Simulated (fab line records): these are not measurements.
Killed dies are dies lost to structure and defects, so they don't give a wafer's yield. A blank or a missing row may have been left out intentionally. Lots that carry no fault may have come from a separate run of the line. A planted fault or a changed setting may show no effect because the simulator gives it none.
fab line records | flow n5_finfet
[record] lots = 4 | wafers = 12 | last_day = 18
route steps=1938 shown BEOL_M4@1099 BEOL_M5@1112 BEOL_M7@1308 PASSIVATION@1936
lots with no fault: from the same line, run without faults
start_h: hours from the record's first day to the start of the lot's first wafer shown | wait_h: hours elapsed since this lot's preceding step | " same as the row above | L1.1+2: a single row standing in for several wafers | - either no value or no given start | * or withheld: withheld | < > ~ a bound
route shown NAME@n: names a module that has steps shown in the file, with the first one's number in the route | usual: mean/standard deviation of fault-free wafers | same: alike in all rows | chamber/n: place in a boat | sites: per-site readings | _std_site: standard deviation across them | _edge_site: the outer-site mean with the inner-site mean subtracted | radius_mm: how far each site lies from the wafer's centre | mask NAME#n: copy n | behind: the last tool/chamber to shape the wafer | hold: reason for holding the lot/hours on hold/outcome of the hold | device: the n, p or np transistor that did not switch | end of line: the route-end tests of the same wafers | for a step that has no rows: nothing shown but its recipe | killed: the dies lost at the first sort to structure and to defects; this is not the yield of the wafer | map: shows each die of a wafer: x if killed, . if not, _ if none is there
set.NAME: the setting that was run; set.NAME@STEP: the one run at that earlier step | model.NAME: the simulator's own value behind a step, which no gauge read
lots seen at some steps along the route; tables by step, rows by wafer
services: the hour from which a tool's chamber was out of use, counted from the record's first day as start_h (under 0 if before that day), plus the number of hours and why
[[steps]]
[step N5_BEOL_M4_ANNEAL_95]
[recipe] temp_c = 400 | time_s = 240 | ambient = vacuum
[step N5_BEOL_M4_SPUTTER_96]
[recipe] material = Cu | target_thk_a = 45 | temp_c = -20 | chamber_pressure_pa = 0.07 | power_w = withheld | time_s = 8.29
[step N5_BEOL_M4_ECD_50]
[recipe] material = Cu | target_thk_a = 3000
[step N5_BEOL_M4_ANNEAL_51]
[recipe] temp_c = 225 | time_s = 90 | ambient = N2
[step N5_BEOL_M4_CMP_52]
[recipe] stop_on = SiOC | t_overpolish_s = 6.8 | down_force_psi = 1 | platen_rpm = 50 | clearing_platen_down_force_psi = 1.5 | clearing_platen_rpm = 50 | post_cmp_clean = cu_alkaline | target_thk_nm = 40 | clearing_platen_pad_velocity_m_s = 0.99484 | pad_velocity_m_s = 0.99484
[step N5_BEOL_M4_PRE_CLEAN_60]
[recipe] gas = NH3/H2 | time_s = 15 | temp_c = * | rf_power_w = 300
[step N5_BEOL_M4_CO_CAP_55]
[recipe] material = Co | target_thk_a = 20 | temp_c = 200 | precursor = CCTBA/H2 | pressure_torr = 30 | time_s = 102.1
[step N5_BEOL_M4_PRE_CLEAN_56]
[recipe] gas = NH3 | time_s = 15 | temp_c = withheld | rf_power_w = 300
[step N5_BEOL_M4_DEP_57]
[recipe] material = SiCN | target_thk_a = 80 | temp_c = withheld | precursor = 3MS/NH3 | pressure_torr = 3 | rf_w = 202 | time_s = 14
[step N5_BEOL_M4_RC_MEAS_101]
[usual] DIBL_N = 36.4/1.6 | DIBL_P = 35.9/2 | IOFF_N = 0.152/0.03 | IOFF_P = 0.20/0.032 | ION_N = 670/12 | ION_P = 459/7.3 | SS_N = 71.6/0.55 | SS_P = 73.2/0.69 | VT_N = 251/3.5 | VT_P = -252/3.2
lot.wafer | tool      | chamber | start_h | wait_h | DIBL_N[mV/V] | DIBL_P[mV/V] | IOFF_N[nA/um] | IOFF_P[nA/um] | ION_N[uA/um] | ION_P[uA/um] | SS_N[mV/dec] | SS_P[mV/dec] | VT_N[mV] | VT_P[mV]
L943.3    | prober-02 | 0       | 173.61  | 0.3    | 35.7         | 33.3         | 0.134         | 0.18          | 670          | 456          | 70.8         | 72.0         | 252      | -249
L943.5    | "         | 0       | "       | "      | 39.9         | 37.9         | 0.225         | 0.25          | 694          | 467          | 72.3         | 73.2         | 243      | -247
L943.6    | "         | 0       | "       | "      | 39.4         | 38.4         | 0.197         | 0.26          | 687          | 469          | 71.3         | 74.3         | 246      | -248
L945.1    | prober-01 | 0       | 197.22  | 0.0    | 36.4         | 36.4         | 0.154         | 0.19          | 663          | 452          | 71.6         | 73.3         | 251      | -251
L945.2    | "         | 0       | "       | "      | 36.9         | 37.5         | 0.164         | 0.20          | 675          | 461          | 72.2         | 73.2         | 249      | -252
L945.4    | "         | 0       | "       | "      | 36.3         | 35.9         | 0.144         | 0.18          | 674          | 456          | 71.9         | 72.7         | 254      | -253
L946.1    | prober-01 | 0       | 201.97  | 0.0    | 36.6         | 37.8         | 0.167         | 0.20          | 677          | 463          | 70.8         | 73.3         | 250      | -251
L946.5    | "         | 0       | "       | "      | 34.8         | 36.5         | 0.145         | 0.19          | 678          | 463          | 70.6         | 72.5         | 250      | -251
L946.6    | "         | 0       | "       | "      | 36.3         | 37.2         | 0.163         | 0.20          | 679          | 465          | 71.1         | 72.9         | 250      | -252
L963.3    | prober-02 | 0       | 311.52  | 0.3    | 32.7         | 32.0         | 0.103         | 0.15          | 653          | 450          | 71.2         | 72.4         | 256      | -254
L963.5    | "         | 0       | "       | "      | 35.6         | 36.6         | 0.139         | 0.21          | 667          | 466          | 71.7         | 73.5         | 252      | -249
L963.6    | "         | 0       | "       | "      | 33.4         | 33.1         | 0.110         | 0.17          | 650          | 451          | 71.8         | 72.8         | 261      | -255
[step N5_BEOL_M5_ILD_DEP_00]
[recipe] material = SiCOH_lowk | target_thk_a = 1406.4 | temp_c = 300 | precursor = DEMS/porogen | pressure_torr = 5 | rf_w = 500 | time_s = 25.9
[step N5_BEOL_M5_CURE_79]
[recipe] temp_c = 385 | time_s = 240 | ambient = He/Ar | material = SiCOH_lowk
[step N5_BEOL_M5_PECVD_70]
[recipe] material = SiO2 | target_thk_a = 160 | temp_c = 400 | precursor = TEOS/O2 | pressure_torr = 5.5 | rf_w = 450 | teos_flow_sccm = 53.8 | gas = O2 | flow_sccm = 3000 | time_s = 18
[step N5_BEOL_M5_HM_DEP_02]
[recipe] material = TiN | target_thk_a = 200 | temp_c = 25 | chamber_pressure_pa = 0.49996
[step N5_BEOL_M5_COAT_59]
[recipe] resist = SOC | temp_c = 250 | time_s = 60 | spin_rpm = 1500 | resist_thk_nm = 60
[step N5_BEOL_M5_COAT_60]
[recipe] resist = SiARC | temp_c = 220 | time_s = 60 | spin_rpm = 1500 | resist_thk_nm = 12
[step N5_BEOL_M5_COAT_71]
[recipe] resist = underlayer | temp_c = 205 | time_s = 60 | spin_rpm = 1500 | resist_thk_nm = 5
[step N5_BEOL_M5_COAT_05]
[recipe] resist = CAR-EUV | spin_rpm = 1500 | resist_thk_nm = 30
[step N5_BEOL_M5_EBR_07]
[recipe] solvent = PGMEA | ebr_width_mm = 1.5
[step N5_BEOL_M5_SOFTBAKE_06]
[recipe] temp_c = 110 | time_s = 60 | resist = CAR-EUV
[step N5_BEOL_M5_EXPOSE_08]
[recipe] mask_id = M5 | na = 0.33 | source_shape = annular | sigma_inner = 0.4 | sigma_outer = 0.8 | polarization = unpolarized | target_cd_nm = 28 | dose_mj = 35.75
[step N5_BEOL_M5_PEB_09]
[recipe] peb_temp_c = 100 | peb_time_s = 60 | resist = CAR-EUV
[step N5_BEOL_M5_DEVELOP_10]
[recipe] develop_time_s = 30 | developer = TMAH | resist = CAR-EUV | rinse_liquid = surfactant_rinse | dry = air_spin | dev_temp_c = 23
[step N5_BEOL_M5_DESCUM_16]
[recipe] chemistry = O2 | time_s = 7 | source_power_w = 50 | bias_power_w = 20 | pressure_mtorr = 20 | rf_frequency_hz = 2.712e+07 | temp_c = 40 | resist = CAR-EUV | o2_flow_sccm = 225
[step N5_BEOL_M5_ETCH_72]
[recipe] chemistry = N2/H2 | target = underlayer | target_depth_a = 65 | mask_material = CAR-EUV | time_s = 5.2 | ion_energy_ev = 200 | pressure_mtorr = 30 | source_w = 840 | bias_w = 150 | n2_flow_sccm = 200 | h2_flow_sccm = 200 | ends = cleared
[step N5_BEOL_M5_ETCH_61]
[recipe] chemistry = CF4 | target = SiARC | target_depth_a = 156 | mask_material = CAR-EUV | time_s = 26 | ion_energy_ev = 80 | pressure_mtorr = 40 | source_w = 545 | bias_w = 36 | Ar_flow_sccm = 100 | cf4_flow_sccm = 100 | ends = cleared
[step N5_BEOL_M5_ETCH_62]
[recipe] chemistry = N2/H2 | target = SOC | target_depth_a = 750 | overetch_a = 150 | mask_material = SiARC | temp_c = 40 | time_s = 112.5 | ion_energy_ev = 200 | pressure_mtorr = 30 | source_w = 840 | bias_w = 150 | n2_flow_sccm = 200 | h2_flow_sccm = 200
[step N5_BEOL_M5_STRIP_63]
[recipe] chemistry = N2/H2 | temp_c = 40 | n2_flow_sccm = 200 | h2_flow_sccm = 200 | rf_frequency_hz = 6e+07
[step N5_BEOL_M5_STRIP_73]
[recipe] chemistry = N2/H2 | temp_c = 40 | n2_flow_sccm = 200 | h2_flow_sccm = 200 | rf_frequency_hz = 6e+07
[step N5_BEOL_M5_STRIP_64]
[recipe] chemistry = CF4 | resist = SiARC | power_w = 300 | bias_power_w = 75 | pressure_mtorr = 50 | cf4_flow_sccm = 150 | rf_frequency_hz = 6e+07
[step N5_BEOL_M5_HM_OPEN_17]
[recipe] chemistry = Cl2/BCl3 | target_depth_a = 200 | overetch_a = 60 | target = TiN | mask_material = SOC | ion_energy_ev = 150 | pressure_mtorr = 10 | icp_w = 1000 | bias_w = 126 | Cl2_flow_sccm = 53.25 | bcl3_flow_sccm = 21.75 | Ar_flow_sccm = 25
[step N5_BEOL_M5_STRIP_19]
[recipe] chemistry = O2 | power_w = 400 | temp_c = 40 | pressure_mtorr = 30 | rf_frequency_hz = 6e+07 | bias_power_w = 0 | overash_fraction = 0.2 | o2_flow_sccm = 225
[step N5_BEOL_M5_COAT_65]
[recipe] resist = SOC | temp_c = 250 | time_s = 60 | spin_rpm = 1500 | resist_thk_nm = 60
[step N5_BEOL_M5_COAT_66]
[recipe] resist = SiARC | temp_c = 220 | time_s = 60 | spin_rpm = 1500 | resist_thk_nm = 12
[step N5_BEOL_M7_TRENCH_ETCH_37]
[recipe] chemistry = C4F6/O2 | target_depth_a = 934.78 | target = SiCOH_lowk | time_s = 31.2 | ion_energy_ev = 250 | pressure_mtorr = 30 | source_w = 345 | bias_w = 185 | Ar_flow_sccm = 300 | C4F6_flow_sccm = 10 | O2_flow_sccm = 10
[usual] C4F6_flow_sccm = 10.007/0.025 | O2_flow_sccm = 10.00/0.031 | drypump_motor_current_A = 5.7/0.39 | mfc_ar_sccm = 300.0/0.92 | oes_o_777_au = 0.81/0.092 | oes_product_au = 0.80/0.098 | rf_vpp_V = 658/13 | showerhead_plenum_p_Torr = 2.86/0.1 | throttle_valve_pct = 20.91/0.19
lot.wafer | tool        | chamber | start_h | wait_h | C4F6_flow_sccm | O2_flow_sccm | drypump_motor_current_A | mfc_ar_sccm | oes_o_777_au | oes_product_au | rf_hours_counter_h | rf_vpp_V | showerhead_plenum_p_Torr | throttle_valve_pct | model.TiN_of_BEOL_M7_HM_DEP_02.thk_nm
L943.3    | rie_diel-02 | 2       | 203.42  | -      | 10.016         | 10.03        | 6.2                     | 300.0       | 1.00         | 1.00           | 2                  | 669      | 2.93                     | 20.84              | 17.2
L943.5    | "           | 2       | "       | "      | 9.972          | 10.00        | 6.2                     | 299.7       | 1.00         | 1.00           | -                  | 667      | 2.93                     | 20.85              | 17
L943.6    | "           | 3       | "       | "      | 9.990          | 10.01        | 5.6                     | 301.1       | 0.85         | 0.83           | -                  | 639      | 2.90                     | 20.90              | 17.2
L945.1    | rie_diel-05 | 2       | 223.52  | -      | -              | -            | -                       | -           | -            | -              | -                  | -        | -                        | -                  | 19.8
L945.2    | "           | 0       | "       | "      | -              | -            | -                       | -           | -            | -              | -                  | -        | -                        | -                  | 19.8
L945.4    | "           | 1       | "       | "      | -              | -            | -                       | -           | -            | -              | -                  | -        | -                        | -                  | 20
L946.1    | rie_diel-02 | 0       | 227.28  | -      | -              | -            | -                       | -           | -            | -              | -                  | -        | -                        | -                  | 19.6
L946.5    | "           | 2       | "       | "      | -              | -            | -                       | -           | -            | -              | -                  | -        | -                        | -                  | 20
L946.6    | "           | 1       | "       | "      | -              | -            | -                       | -           | -            | -              | -                  | -        | -                        | -                  | 20.2
L963.3    | rie_diel-06 | 2       | 338.12  | -      | 10.030         | 9.98         | 5.9                     | 301.1       | 0.95         | 0.97           | 5                  | 663      | 2.83                     | 20.86              | 17.2
L963.5    | "           | 1       | "       | "      | 10.017         | 10.01        | 6.0                     | 300.4       | 0.86         | 0.82           | -                  | 661      | 2.74                     | 20.50              | 17.6
L963.6    | "           | 0       | "       | "      | 10.001         | 9.99         | 5.2                     | 299.3       | 0.70         | 0.68           | -                  | 647      | 2.67                     | 20.93              | 17.6
[step N5_BEOL_M7_OCD_MEAS_38]
[usual] trench_depth_nm = 93.6/1.6
lot.wafer | tool   | chamber | start_h | wait_h | trench_depth_nm
L943.3    | ocd-01 | -       | 203.58  | -      | 93.6
L943.5    | "      | -       | "       | "      | 93.0
L943.6    | "      | -       | "       | "      | 94.2
L945.1    | ocd-01 | -       | 223.67  | -      | 0.2
L945.2    | "      | -       | "       | "      | 0.0
L945.4    | "      | -       | "       | "      | 0.0
L946.1    | ocd-02 | -       | 227.44  | -      | 0
L946.5    | "      | -       | "       | "      | 0.5
L946.6    | "      | -       | "       | "      | 0.3
L963.3    | ocd-01 | -       | 338.28  | -      | 97.0
L963.5    | "      | -       | "       | "      | 94.2
L963.6    | "      | -       | "       | "      | 89.7
[step N5_BEOL_M7_CMP_52]
[recipe] stop_on = SiCOH_lowk | t_overpolish_s = 6.9 | down_force_psi = 1 | platen_rpm = 50 | clearing_platen_down_force_psi = 1.5 | clearing_platen_rpm = 50 | post_cmp_clean = cu_alkaline | target_thk_nm = 80 | clearing_platen_pad_velocity_m_s = 0.99484 | pad_velocity_m_s = 0.99484
[usual] motor_current_A = 6.1/0.73
lot.wafer | tool   | chamber | start_h | wait_h | motor_current_A | model.Cu_of_BEOL_M7_ECD_50.thk_nm
L943.3    | cmp-02 | 0       | 206.06  | 0.2    | 6.1             | 79.2
L943.6    | "      | 2       | "       | "      | 5.6             | 81.2
L943.5    | "      | 3       | "       | "      | 4.3             | 80
L945.2    | cmp-03 | 2       | 225.66  | 0.2    | 7.2             | 0
L945.4    | "      | 3       | "       | "      | 6.1             | 0
L945.1    | "      | 0       | "       | "      | 6.1             | 0
L946.1    | cmp-02 | 1       | 230.51  | 0.3    | 5.7             | 0
L946.6    | "      | 1       | "       | "      | 5.7             | 0
L946.5    | "      | 2       | "       | "      | 5.7             | 1.2
L963.3    | cmp-03 | 1       | 340.71  | 0.4    | 6.6             | 84.4
L963.6    | "      | 1       | "       | "      | 6.1             | 77
L963.5    | "      | 2       | "       | "      | 6.7             | 81
[step N5_PASSIVATION_PROBE_49]
[usual] defect_limited_yield = 91.7/1.2 | killed_at_M0_to_M3 = 33/9.5 | killed_at_M4_up = 13/4.9 | killed_at_contacts = 13/6.6 | killed_at_front_end = 36/11 | killed_at_other = 3.0/2.6 | killed_dies = 97/14 | killed_on_rim = 13/3.8 | killed_open = 65/11 | killed_short = 31/6.6 | sort_bin_5_function = 4.8/0.82 | sort_bin_6_memory = 3.1/0.58 | sort_n_pass = 1083/14 | sort_yield_pct = 91.7/1.2
[same] gross_dies = 1180 | killed_at_back_side = 0 | sort_bin_4_leakage[%] = 0 | sort_bin_8_speed[%] = 0
lot.wafer | tool      | chamber | start_h | wait_h | defect_limited_yield[%] | killed_at_M0_to_M3 | killed_at_M4_up | killed_at_contacts | killed_at_front_end | killed_at_other | killed_dies | killed_on_rim | killed_open | killed_short | sort_bin_5_function[%] | sort_bin_6_memory[%] | sort_n_pass | sort_yield_pct[%]
L943.3    | prober-01 | -       | 279.74  | 0.1    | 91.9                    | 45                 | 14              | 11                 | 23                  | 3               | 96          | 15            | 53          | 41           | 5.3                    | 2.6                  | 1084        | 91.9
L943.5    | prober-01 | -       | 279.84  | 0.2    | 90.8                    | 51                 | 5               | 8                  | 41                  | 3               | 108         | 12            | 64          | 40           | 4.8                    | 3.9                  | 1072        | 90.8
L943.6    | prober-01 | -       | 279.89  | 0.3    | 89.9                    | 45                 | 23              | 9                  | 37                  | 5               | 119         | 14            | 86          | 30           | 6.4                    | 3.5                  | 1061        | 89.9
L945.1    | prober-02 | -       | 294.03  | 0.0    | 0                       | 32                 | 1093            | 6                  | 45                  | 4               | 1180        | 152           | 66          | 38           | 96.4                   | 3.1                  | 0           | 0
L945.2    | prober-02 | -       | 294.08  | 0.1    | 0                       | 34                 | 1082            | 15                 | 38                  | 11              | 1180        | 152           | 70          | 39           | 95.8                   | 3.9                  | 0           | 0
L945.4    | prober-02 | -       | 294.18  | 0.2    | 0                       | 23                 | 1102            | 10                 | 41                  | 4               | 1180        | 152           | 69          | 23           | 96.4                   | 3.0                  | 0           | 0
L946.1    | prober-02 | -       | 302.31  | 0.0    | 0                       | 33                 | 1108            | 11                 | 24                  | 4               | 1180        | 152           | 50          | 35           | 97.1                   | 2.7                  | 0           | 0
L946.5    | prober-02 | -       | 302.51  | 0.2    | 0                       | 19                 | 1108            | 17                 | 36                  | 0               | 1180        | 152           | 64          | 22           | 96.4                   | 3.2                  | 0           | 0
L946.6    | prober-02 | -       | 302.56  | 0.3    | 0                       | 33                 | 1072            | 14                 | 60                  | 1               | 1180        | 152           | 95          | 33           | 95.5                   | 4.1                  | 0           | 0
// killed by level:class
L943.3 BEOL_M0_SAQP:geometric_particle:short=11 BEOL_M0_SAQP:geometric_particle:open=11 BEOL_M2:geometric_particle:open=11 MOL_CONTACT_COAG:geometric_particle:open=9 STARTING-WAFER:geometric_particle:short=5 STI_FIN_REVEAL:geometric_particle:open=4 GATE_CUT:geometric_particle:short=4 BEOL_M0:geometric_particle:short=4
L943.5 BEOL_M0_SAQP:geometric_particle:short=15 BEOL_M3:geometric_particle:open=11 BEOL_M0_SAQP:geometric_particle:open=10 FIN_SAQP:geometric_particle:open=9 GATE_CUT:geometric_particle:short=8 DUMMY_GATE:geometric_particle:open=7 MOL_CONTACT_COAG:geometric_particle:open=7 FIN_SAQP:geometric_particle:short=4
L943.6 BEOL_M3:geometric_particle:open=14 BEOL_M4:geometric_particle:open=12 BEOL_M0_SAQP:geometric_particle:open=11 STI_FIN_REVEAL:geometric_particle:open=10 FIN_SAQP:geometric_particle:open=8 MOL_CONTACT_COAG:geometric_particle:open=8 BEOL_M0_SAQP:geometric_particle:short=7 BEOL_M1:geometric_particle:open=6
L945.1 BEOL_M7:area_etch=1075 DUMMY_GATE:geometric_particle:open=11 BEOL_M4:geometric_particle:open=9 FIN_SAQP:geometric_particle:short=8 STI_FIN_REVEAL:geometric_particle:open=8 BEOL_M0_SAQP:geometric_particle:short=7 BEOL_M0_SAQP:geometric_particle:open=7 FIN_SAQP:geometric_particle:open=6
L945.2 BEOL_M7:area_etch=1070 BEOL_M0_SAQP:geometric_particle:open=10 MOL_CONTACT_COAG:geometric_particle:open=10 BEOL_M0_SAQP:geometric_particle:short=7 FIN_SAQP:geometric_particle:short=6 STI_FIN_REVEAL:geometric_particle:open=6 DUMMY_GATE:geometric_particle:open=6 FIN_SAQP:geometric_particle:open=5
L945.4 BEOL_M7:area_etch=1084 FIN_SAQP:geometric_particle:open=8 MOL_CONTACT_COAG:geometric_particle:open=8 BEOL_M2:geometric_particle:open=7 BEOL_M4:geometric_particle:open=7 DUMMY_GATE:geometric_particle:open=6 STI_FIN_REVEAL:geometric_particle:open=5 BEOL_M0_SAQP:geometric_particle:open=5
L946.1 BEOL_M7:area_etch=1095 BEOL_M3:geometric_particle:open=9 MOL_CONTACT_COAG:geometric_particle:open=7 BEOL_M4:geometric_particle:open=7 BEOL_M0_SAQP:geometric_particle:short=6 STI_FIN_REVEAL:geometric_particle:open=5 BEOL_M2:geometric_particle:open=5 STARTING-WAFER:geometric_particle:short=5
L946.5 BEOL_M7:area_etch=1094 MOL_CONTACT_COAG:geometric_particle:open=16 STI_FIN_REVEAL:geometric_particle:open=15 BEOL_M3:geometric_particle:open=6 FIN_SAQP:geometric_particle:open=4 BEOL_M0:geometric_particle:open=3 ILD0:geometric_particle:short=3 BEOL_M5:geometric_particle:short=3
L946.6 BEOL_M7:area_etch=1051 STI_FIN_REVEAL:geometric_particle:open=33 MOL_CONTACT_COAG:geometric_particle:open=14 BEOL_M2:geometric_particle:open=11 BEOL_M4:geometric_particle:open=8 FIN_SAQP:geometric_particle:open=6 STI_FIN_REVEAL:geometric_particle:short=6 BEOL_M0_SAQP:geometric_particle:short=6
// map L945.1 (x killed, . not)
_________________xxxxxxxxxxxx________________
______________xxxxxxxxxxxxxxxxxx_____________
___________xxxxxxxxxxxxxxxxxxxxxxxx__________
__________xxxxxxxxxxxxxxxxxxxxxxxxxx_________
________xxxxxxxxxxxxxxxxxxxxxxxxxxxxxx_______
_______xxxxxxxxxxxxxxxxxxxxxxxxxxxxxxxx______
______xxxxxxxxxxxxxxxxxxxxxxxxxxxxxxxxxx_____
_____xxxxxxxxxxxxxxxxxxxxxxxxxxxxxxxxxxxx____
____xxxxxxxxxxxxxxxxxxxxxxxxxxxxxxxxxxxxxx___
___xxxxxxxxxxxxxxxxxxxxxxxxxxxxxxxxxxxxxxxx__
___xxxxxxxxxxxxxxxxxxxxxxxxxxxxxxxxxxxxxxxx__
__xxxxxxxxxxxxxxxxxxxxxxxxxxxxxxxxxxxxxxxxxx_
__xxxxxxxxxxxxxxxxxxxxxxxxxxxxxxxxxxxxxxxxxx_
_xxxxxxxxxxxxxxxxxxxxxxxxxxxxxxxxxxxxxxxxxxxx
_xxxxxxxxxxxxxxxxxxxxxxxxxxxxxxxxxxxxxxxxxxxx
_xxxxxxxxxxxxxxxxxxxxxxxxxxxxxxxxxxxxxxxxxxxx
_xxxxxxxxxxxxxxxxxxxxxxxxxxxxxxxxxxxxxxxxxxxx
_xxxxxxxxxxxxxxxxxxxxxxxxxxxxxxxxxxxxxxxxxxxx
_xxxxxxxxxxxxxxxxxxxxxxxxxxxxxxxxxxxxxxxxxxxx
_xxxxxxxxxxxxxxxxxxxxxxxxxxxxxxxxxxxxxxxxxxxx
_xxxxxxxxxxxxxxxxxxxxxxxxxxxxxxxxxxxxxxxxxxxx
__xxxxxxxxxxxxxxxxxxxxxxxxxxxxxxxxxxxxxxxxxx_
__xxxxxxxxxxxxxxxxxxxxxxxxxxxxxxxxxxxxxxxxxx_
___xxxxxxxxxxxxxxxxxxxxxxxxxxxxxxxxxxxxxxxx__
___xxxxxxxxxxxxxxxxxxxxxxxxxxxxxxxxxxxxxxxx__
____xxxxxxxxxxxxxxxxxxxxxxxxxxxxxxxxxxxxxx___
_____xxxxxxxxxxxxxxxxxxxxxxxxxxxxxxxxxxxx____
______xxxxxxxxxxxxxxxxxxxxxxxxxxxxxxxxxx_____
_______xxxxxxxxxxxxxxxxxxxxxxxxxxxxxxxx______
________xxxxxxxxxxxxxxxxxxxxxxxxxxxxxx_______
__________xxxxxxxxxxxxxxxxxxxxxxxxxx_________
___________xxxxxxxxxxxxxxxxxxxxxxxx__________
______________xxxxxxxxxxxxxxxxxx_____________
_________________xxxxxxxxxxxx________________
// map L946.1 (x killed, . not)
_________________xxxxxxxxxxxx________________
______________xxxxxxxxxxxxxxxxxx_____________
___________xxxxxxxxxxxxxxxxxxxxxxxx__________
__________xxxxxxxxxxxxxxxxxxxxxxxxxx_________
________xxxxxxxxxxxxxxxxxxxxxxxxxxxxxx_______
_______xxxxxxxxxxxxxxxxxxxxxxxxxxxxxxxx______
______xxxxxxxxxxxxxxxxxxxxxxxxxxxxxxxxxx_____
_____xxxxxxxxxxxxxxxxxxxxxxxxxxxxxxxxxxxx____
____xxxxxxxxxxxxxxxxxxxxxxxxxxxxxxxxxxxxxx___
___xxxxxxxxxxxxxxxxxxxxxxxxxxxxxxxxxxxxxxxx__
___xxxxxxxxxxxxxxxxxxxxxxxxxxxxxxxxxxxxxxxx__
__xxxxxxxxxxxxxxxxxxxxxxxxxxxxxxxxxxxxxxxxxx_
__xxxxxxxxxxxxxxxxxxxxxxxxxxxxxxxxxxxxxxxxxx_
_xxxxxxxxxxxxxxxxxxxxxxxxxxxxxxxxxxxxxxxxxxxx
_xxxxxxxxxxxxxxxxxxxxxxxxxxxxxxxxxxxxxxxxxxxx
_xxxxxxxxxxxxxxxxxxxxxxxxxxxxxxxxxxxxxxxxxxxx
_xxxxxxxxxxxxxxxxxxxxxxxxxxxxxxxxxxxxxxxxxxxx
_xxxxxxxxxxxxxxxxxxxxxxxxxxxxxxxxxxxxxxxxxxxx
_xxxxxxxxxxxxxxxxxxxxxxxxxxxxxxxxxxxxxxxxxxxx
_xxxxxxxxxxxxxxxxxxxxxxxxxxxxxxxxxxxxxxxxxxxx
_xxxxxxxxxxxxxxxxxxxxxxxxxxxxxxxxxxxxxxxxxxxx
__xxxxxxxxxxxxxxxxxxxxxxxxxxxxxxxxxxxxxxxxxx_
__xxxxxxxxxxxxxxxxxxxxxxxxxxxxxxxxxxxxxxxxxx_
___xxxxxxxxxxxxxxxxxxxxxxxxxxxxxxxxxxxxxxxx__
___xxxxxxxxxxxxxxxxxxxxxxxxxxxxxxxxxxxxxxxx__
____xxxxxxxxxxxxxxxxxxxxxxxxxxxxxxxxxxxxxx___
_____xxxxxxxxxxxxxxxxxxxxxxxxxxxxxxxxxxxx____
______xxxxxxxxxxxxxxxxxxxxxxxxxxxxxxxxxx_____
_______xxxxxxxxxxxxxxxxxxxxxxxxxxxxxxxx______
________xxxxxxxxxxxxxxxxxxxxxxxxxxxxxx_______
__________xxxxxxxxxxxxxxxxxxxxxxxxxx_________
___________xxxxxxxxxxxxxxxxxxxxxxxx__________
______________xxxxxxxxxxxxxxxxxx_____________
_________________xxxxxxxxxxxx________________
[[services]]
tool        | chamber | start_h | hours | kind
rie_diel-06 | 3       | 193.90  | -     | clean
rie_diel-06 | 3       | 193.90  | -     | consumable_replace:focus_ring
rie_diel-06 | 3       | 193.90  | -     | consumable_replace:showerhead
rie_diel-06 | 3       | 193.90  | 10.8  | scheduled_down
rie_diel-06 | 3       | 193.90  | 10.8  | vent_cycle
cmp-02      | -       | 207.32  | 1.2   | repair
rie_diel-06 | 3       | 224.10  | 7.6   | repair
cmp-02      | -       | 233.94  | 0.3   | repair
rie_diel-06 | -       | 243.11  | 0.3   | repair
rie_diel-05 | 0       | 245.49  | -     | clean
rie_diel-05 | 0       | 245.49  | -     | consumable_replace:focus_ring
rie_diel-05 | 0       | 245.49  | 29.2  | scheduled_down
rie_diel-05 | 0       | 245.49  | 29.2  | vent_cycle
cmp-02      | -       | 258.82  | 0.9   | repair
rie_diel-05 | 3       | 275.11  | -     | clean
rie_diel-05 | 3       | 275.11  | -     | consumable_replace:focus_ring
rie_diel-05 | 3       | 275.11  | 23.4  | scheduled_down
rie_diel-05 | -       | 302.74  | 0.3   | repair
cmp-02      | -       | 306.59  | 4.0   | pm
cmp-02      | -       | 310.59  | -     | consumable_replace:conditioner
cmp-02      | -       | 310.59  | -     | consumable_replace:pad
cmp-03      | -       | 315.02  | 3.0   | repair
cmp-02      | -       | 321.94  | 1.4   | repair
cmp-03      | -       | 323.98  | 3.5   | pm
[[key]]
[first_sign] step = N5_BEOL_M7_TRENCH_ETCH_37 | reading = tool_record | direction = missing
[effect] step = N5_BEOL_M7_OCD_MEAS_38 | reading = trench_depth_nm | direction = down | sigmas = 58 | usual = 93.6 | struck = 0.2
[effect] step = N5_PASSIVATION_PROBE_49 | reading = killed_at_M4_up | direction = up | sigmas = 99+ | usual = 13 | struck = 1094
[model_effect] step = N5_BEOL_M7_TRENCH_ETCH_37 | value = TiN_of_BEOL_M7_HM_DEP_02.thk_nm | without = 17.27 | struck = 19.9
[model_effect] step = N5_BEOL_M7_CMP_52 | value = Cu_of_BEOL_M7_ECD_50.thk_nm | without = 79.4 | struck = 0.2
[more_kills_born_at] N5_BEOL_M7_TRENCH_ETCH_37@rie_diel-02 = 3240 | N5_BEOL_M7_TRENCH_ETCH_37@rie_diel-05 = 3229
met_at N5_BEOL_M7_TRENCH_ETCH_37
struck_wafers L945.1,L945.2,L945.4,L946.1,L946.5,L946.6
later_rows_left_out L945.1,L945.2,L945.4,L946.1,L946.5,L946.6
onset_between 203.42 223.52
[fault] kind = skipped_step_whole | tool = rie_diel-02,rie_diel-05 | chamber = - | onset_h = 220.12 | steps = N5_BEOL_M7_TRENCH_ETCH_37 | scope = struck_lots_only
// later_rows_left_out: the simulator's readings of these wafers behind a module that went badly wrong aren't trusted and aren't shown, but for the sort
